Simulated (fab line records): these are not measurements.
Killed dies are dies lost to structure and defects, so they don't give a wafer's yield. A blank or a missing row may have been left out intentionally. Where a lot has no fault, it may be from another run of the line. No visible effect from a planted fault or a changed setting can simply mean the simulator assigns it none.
Matching of chambers ; flow nandHarc ; cmp-03 running NHARC_A_CONTACT_CMP_20: 4 sister chambers
The step polishes, t overpolish 30 s, target thk 300 nm. 7 wafers are shown with their chamber, then 6 later ones without.

== WAFERS, EACH WITH ITS CHAMBER ==
wafer;chamber;motorCurrentA (A);retainingRingPressureFrac
L497.6;0;11.7;0.999
L498.2;2;11.9;1.003
L498.5;1;12.9;1.012
L498.6;0;12.2;1.000
L500.1;3;11.3;0.994
L500.5;3;11.7;0.997
L500.6;2;12.1;1.002

== WAFERS WHOSE CHAMBER IS MISSING ==
wafer;motorCurrentA (A);retainingRingPressureFrac
L499.2;11.6;1.001
L499.5;11.8;0.997
L499.6;13.2;0.997
L506.1;12.1;1.008
L506.2;11.5;1.004
L506.5;11.5;1.009

== WHICH CHAMBER EACH ONE RAN IN ==
wafer;from the rows above;in truth
L499.2;can't be placed: 0 or 2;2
L499.5;can't be placed: 3 or 0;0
L499.6;can't be placed: 0 or 2 or 3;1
L506.1;can't be placed: 2 or 1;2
L506.2;can't be placed: 2 or 0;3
L506.5;can't be placed: 2 or 1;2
0 of 6 placed correctly. Can't be placed from these rows: 6 (the true chamber is among the candidates in 4). Wrongly placed: 0.
How it was worked out, from the rows above alone: a wafer's distance from a chamber is the root of the sum, over the readings, of the square of ((its reading less the chamber's mean) divided by the reading's scatter). The wafer belongs to the nearest chamber; if the next one is less than 2 further off, it can't be placed. A chamber's mean is the mean of its shown wafers. The scatter: take each reading less its chamber's mean, square it, sum over the shown wafers, divide by the number of wafers less the number of chambers, and take the root.
